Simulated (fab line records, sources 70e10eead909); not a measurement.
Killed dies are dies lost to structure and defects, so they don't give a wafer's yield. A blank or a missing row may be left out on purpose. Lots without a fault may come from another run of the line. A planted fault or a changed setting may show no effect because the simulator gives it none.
Problem report in the 8D (eight disciplines) form, filled by code | flow nand_harc | the parts of the form that need people (team, actions taken, sign-off) are left out

1. THE PROBLEM
thk_nm at NHARC_A_ONON_D1_THK_MEAS_02 reads a mean of 1622 nm on 6 wafers of 2 lots; wafers without a fault read 1001 nm with a standard deviation of 9.3. That is +67 standard deviations from the usual mean.
The step: measures by ellipsometry.
First seen on wafer L938.2, day 11 21:27, on film_metro-01. The record holds 42 wafers of 14 lots with a number at this step. Rule for "out", or "out of limits": more than 4 standard deviations from the usual mean. The other wafers with a number count as sound.

2. WHAT IT IS AND WHAT IT IS NOT
question                    | is                     | is not
which readings at this step | thk_nm                 | -
which lots                  | L938, L939             | L920, L921, L922, L923, L924, L925, L926, L927, L930, L940, L941, L943
which wafers of those lots  | all that have a number | -
read on which gauges        | film_metro-01          | film_metro-02
when                        | from day 11 21:27      | up to then (27 sound wafers); but 9 sound wafers of L940, L941, L943 came after

3. SUSPECTS, AND WHAT RULES EACH OUT
Counting: a tool at a process step up to the reading stays a suspect if it ran every lot that is out and no sound lot after the first of them.
- the gauge at NHARC_A_ONON_D1_THK_MEAS_02: ruled out. All the wafers that are out were read on film_metro-01, but those of them that NHARC_END_SORT_01 has rows for are out there too, on other tools.
- pecvd_onon-02 at NHARC_A_ONON_D1_DEP_00 (target thk 1000 nm): kept. It ran every lot that is out, first L938 (day 11 21:00), and no sound lot after that; its last sound lot up to then is L926 (day 8 23:50).
Left after counting: pecvd_onon-02 at NHARC_A_ONON_D1_DEP_00.

4. THE CAUSE (what the simulator had put in)
Process parameter drift: pecvd_onon-02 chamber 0, from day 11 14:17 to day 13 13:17, at NHARC_A_ONON_D1_DEP_00. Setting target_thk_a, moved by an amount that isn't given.
Counting left only this tool.

5. THE CHAIN OF EFFECTS, in route order
Each row: a reading whose mean over the struck wafers that have a number lies more than 3 standard deviations from the usual. Only readings for which the record gives a usual standard deviation are gone through. hours: the time from each lot's start at the first step in this table that gives one to its start at this step, as a median over the lots. sigmas: the change in usual standard deviations.
hours | step                        | reading         | usual   | on struck wafers | change | sigmas
0     | NHARC_A_ONON_D1_THK_MEAS_02 | thk_nm          | 1001 nm | 1622             | +621   | +67
283   | NHARC_END_SORT_01           | killed_at_array | 25      | 674              | +649   | +83
283   | NHARC_END_SORT_01           | killed_dies     | 29      | 677              | +648   | +79

6. WHAT WOULD HAVE CAUGHT IT SOONER
In this record the first reading out of limits at a measuring or inspecting step was taken at day 11 21:27, 7 hours after the fault began at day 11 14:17.
Of the lots that are out (2), L939 began NHARC_A_ONON_D1_DEP_00 on pecvd_onon-02 after day 11 21:27. A hold on the tool at that time would have spared it.
